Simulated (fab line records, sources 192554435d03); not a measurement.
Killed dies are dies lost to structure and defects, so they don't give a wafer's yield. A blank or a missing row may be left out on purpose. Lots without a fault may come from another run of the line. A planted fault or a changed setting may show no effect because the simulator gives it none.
Which tool did it? | flow n5_finfet | 10 lots, 30 wafers sampled, at 1 step of a route of 1938

WHAT THE GAUGES READ, wafer by wafer
N5_BEOL_M6_OVL_MEAS_29. Usual: V5_OVL -0.2 nm, standard deviation 0.6.
lot  | measured     | on         | V5_OVL (nm)    | flag
L322 | day 9 08:22  | overlay-01 | -0.2 -0.6 0.0  |
L325 | day 9 16:37  | overlay-01 | 0.2 0.2 0.0    |
L332 | day 11 14:24 | overlay-01 | -0.8 -0.6 0.1  |
L333 | day 11 18:14 | overlay-01 | 0.4 0.2 0.3    |
L338 | day 12 21:03 | overlay-01 | -0.3 -0.5 -0.1 |
L340 | day 13 09:35 | overlay-01 | 0.1 0.9 -0.6   |
L339 | day 13 10:54 | overlay-02 | 0.4 -0.5 0.2   |
L342 | day 13 22:03 | overlay-01 | 0.1 -0.6 -1.0  |
L344 | day 14 06:13 | overlay-01 | 0.3 0.9 0.4    |
L345 | day 14 10:29 | overlay-02 | -1.0 -0.8 -1.0 |

WHICH TOOL RAN EACH LOT (tool, then ch and the chambers of the sampled wafers, then the start)
The record holds no process step before these readings.

WHAT THE TOOLS THEMSELVES READ (means of the sampled wafers that have a number; where no wafer has one, the mark that the record gives instead)
The record holds no such reading with a usual standard deviation.

THE ANSWER, worked out from the rows above alone
Rule: a lot is off if the mean of its wafers that have a number lies more than 3 standard deviations from the usual mean. A lot without any number at a reading at which 4 lots or more have one is off too. The other lots that the step has rows for count as sound. The gauges are gone through in route order, then the tools' own readings, and for those a lot's mean is taken as printed above. The first step at which some lot is off is used, and at that step the reading that is off furthest; a lot without a number counts as furthest.
No lot is off at any reading shown: from this, nothing can be told.

WHAT THE SIMULATOR HAD PUT IN
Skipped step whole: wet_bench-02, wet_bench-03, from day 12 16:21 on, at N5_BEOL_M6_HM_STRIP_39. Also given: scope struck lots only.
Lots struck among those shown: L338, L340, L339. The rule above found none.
